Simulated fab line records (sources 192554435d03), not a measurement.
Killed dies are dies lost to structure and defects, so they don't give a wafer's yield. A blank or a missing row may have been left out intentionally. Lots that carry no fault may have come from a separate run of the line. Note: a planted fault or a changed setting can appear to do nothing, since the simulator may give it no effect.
Chamber matching + flow n5_finfet + 4 sister chambers for N5_SDB_CMP_30 on cmp-03
The step polishes, stops on poly-Si, t overpolish 1.54 s, target thk 30 nm. 4 wafers are shown with their chamber, then 11 later ones without.

## WAFERS, EACH WITH ITS CHAMBER
| wafer  | chamber | time_to_endpoint_s (s) |
|--------|---------|------------------------|
| L089.1 | 2       | 15.8                   |
| L089.4 | 3       | 18.2                   |
| L089.6 | 1       | 17.9                   |
| L090.2 | 0       | 13.1                   |

## WAFERS MISSING THEIR CHAMBER
| wafer  | time_to_endpoint_s (s) |
|--------|------------------------|
| L090.4 | 17.8                   |
| L090.6 | 14.7                   |
| L091.3 | 18.5                   |
| L091.4 | 16.3                   |
| L091.6 | 15.3                   |
| L093.4 | 12.9                   |
| L093.5 | 17.9                   |
| L093.6 | 18.6                   |
| L096.2 | 12.4                   |
| L096.4 | 20.6                   |
| L096.5 | 15.1                   |

## THE CHAMBER EACH PASSED THROUGH
| wafer  | from the rows above          | in truth                   |
|--------|------------------------------|----------------------------|
| L090.4 | can't be placed: 1 or 3      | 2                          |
| L090.6 | can't be placed: 2 or 0      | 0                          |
| L091.3 | can't be placed: 3 or 1      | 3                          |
| L091.4 | can't be placed: 2 or 1 or 3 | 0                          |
| L091.6 | can't be placed: 2 or 0      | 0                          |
| L093.4 | 0                            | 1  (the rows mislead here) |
| L093.5 | can't be placed: 1 or 3      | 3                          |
| L093.6 | can't be placed: 3 or 1      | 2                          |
| L096.2 | 0                            | 0                          |
| L096.4 | can't be placed: 3 or 1      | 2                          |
| L096.5 | can't be placed: 2 or 0      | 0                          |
1 of 11 placed correctly. Cannot be placed on the basis of these rows: 9; the candidates contain the true chamber in 5. Number placed wrongly: 1.
How it was worked out, from the rows above alone: a wafer's distance from a chamber is the root of the sum, over the readings, of the square of ((its reading less the chamber's mean) divided by the reading's scatter). The wafer belongs to the nearest chamber; if the next one is less than 2 further off, it can't be placed. A chamber's mean is the mean of its shown wafers. The scatter (one wafer shown for each chamber): square how far every hidden wafer sits from the nearest shown wafer, average those squares and take the square root.
